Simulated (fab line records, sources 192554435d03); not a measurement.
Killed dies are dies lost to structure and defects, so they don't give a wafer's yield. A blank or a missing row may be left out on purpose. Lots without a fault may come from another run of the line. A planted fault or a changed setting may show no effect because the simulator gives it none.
Split-lot experiment | flow n5_finfet | 7 lots, 21 wafers read, on a route of 1938 steps

THE SPLIT
At N5_BEOL_M9_DEP_56 (deposits SiCN from 3MS/NH3, target thk 15 nm, time 26.5 s), the setting time_s was moved away from the recipe's 26.5 s on 8 of the 21 wafers read, by -14.7% to +11.4%. The other wafers ran this setting at the recipe's value.

The reading is taken at the split's own step.

THE READING
SiCN_of_BEOL_M9_DEP_56.thk_nm (the simulator's own value, which no gauge read), in nm, at N5_BEOL_M9_DEP_56 (deposits SiCN from 3MS/NH3, target thk 15 nm, time 26.5 s). The file gives no usual value for it. The 13 wafers here that ran the recipe average 15.0 nm, standard deviation 0.21 nm.

wafer  | tool, chamber at the split | time_s as run, s | against the recipe | SiCN_of_BEOL_M9_DEP_56.thk_nm, nm | against lot-mates on the recipe
L083.3 | pecvd-04, 0                | 26.5             | recipe             | 14.6                              | -
L083.4 | pecvd-04, 2                | 26.5             | recipe             | 14.8                              | -
L083.5 | pecvd-04, 0                | 26.5             | recipe             | 15                                | -
L086.1 | pecvd-01, 1                | 29.52            | +11.4%             | 16.4                              | +1.8
L086.2 | pecvd-01, 0                | 26.5             | recipe             | 14.6                              | -
L086.5 | pecvd-01, 0                | 29.52            | +11.4%             | 16.6                              | +2.0
L087.1 | pecvd-01, 1                | 24.32            | -8.2%              | 13.6                              | no lot-mate on the recipe
L087.2 | pecvd-01, 0                | 24.32            | -8.2%              | 13.8                              | no lot-mate on the recipe
L087.6 | pecvd-01, 2                | 24.32            | -8.2%              | 14.2                              | no lot-mate on the recipe
L090.2 | pecvd-03, 1                | 26.5             | recipe             | 15.2                              | -
L090.3 | pecvd-03, 2,0              | 26.5             | recipe             | 15                                | -
L090.6 | pecvd-03, 2,0              | 26.5             | recipe             | 15                                | -
L089.3 | pecvd-03, 0                | 22.6             | -14.7%             | 12.6                              | -2.5
L089.5 | pecvd-03, 1                | 26.5             | recipe             | 15                                | -
L089.6 | pecvd-03, 0                | 26.5             | recipe             | 15.2                              | -
L092.1 | pecvd-03, 0,2              | 28.64            | +8.1%              | 16.2                              | +1.0
L092.2 | pecvd-03, 0,2              | 28.64            | +8.1%              | 16.2                              | +1.0
L092.5 | pecvd-03, 1                | 26.5             | recipe             | 15.2                              | -
L096.1 | pecvd-01, 1,2              | 26.5             | recipe             | 14.8                              | -
L096.3 | pecvd-01, 1,2              | 26.5             | recipe             | 14.8                              | -
L096.5 | pecvd-01, 2                | 26.5             | recipe             | 15.2                              | -
Where a row lists several chambers, the file gives one row for several wafers and doesn't say which wafer went through which chamber.

THE FIT
A straight line over all 21 wafers: SiCN_of_BEOL_M9_DEP_56.thk_nm changes by +0.144 nm for each +1% of time_s; r = +0.97; the points scatter about the line by 0.22 nm.
The same after taking each lot's own level away (the mean of its wafers on the recipe; 18 wafers): +0.16 nm for each +1%; r = +0.99; scatter 0.17 nm.
On that fit, the largest move of time_s shifts the reading by 2.4 nm.
The lots' own levels span 14.60 to 15.20 nm, that is 2.9 times the standard deviation above.
So the lot-to-lot level changes the slope little: the two slopes agree.
Check: with one of the wafers moved furthest among these (-14.7%) left out of the fit, the line predicts -2.27 nm for it against its lot-mates. It came out at -2.5 nm against them.

OTHER SPLITS ON THESE WAFERS
These wafers also went through other splits before the reading. Each is held against what the fit with the lots' levels taken away leaves over:
other split on the same wafers       | wafers away from the commonest value | r with SiCN_of_BEOL_M9_DEP_56.thk_nm (lot level and that fit taken away)
N5_BEOL_M7_VIA_ETCH_34 time_s        | 9                                    | +0.08
N5_BEOL_M7_TRENCH_ETCH_37 bias_w     | 8                                    | -0.13
N5_BEOL_M8_COAT_05 spin_rpm          | 5                                    | +0.07
N5_BEOL_M8_DEVELOP_10 develop_time_s | 12                                   | +0.04
N5_BEOL_M9_COAT_05 spin_rpm          | 6                                    | +0.06
N5_BEOL_M9_ETCH_62 time_s            | 7                                    | -0.02

THE FILE'S OWN FIT
SiCN_of_BEOL_M9_DEP_56.thk_nm changes by +0.162 nm for each +1% of time_s, r = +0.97.
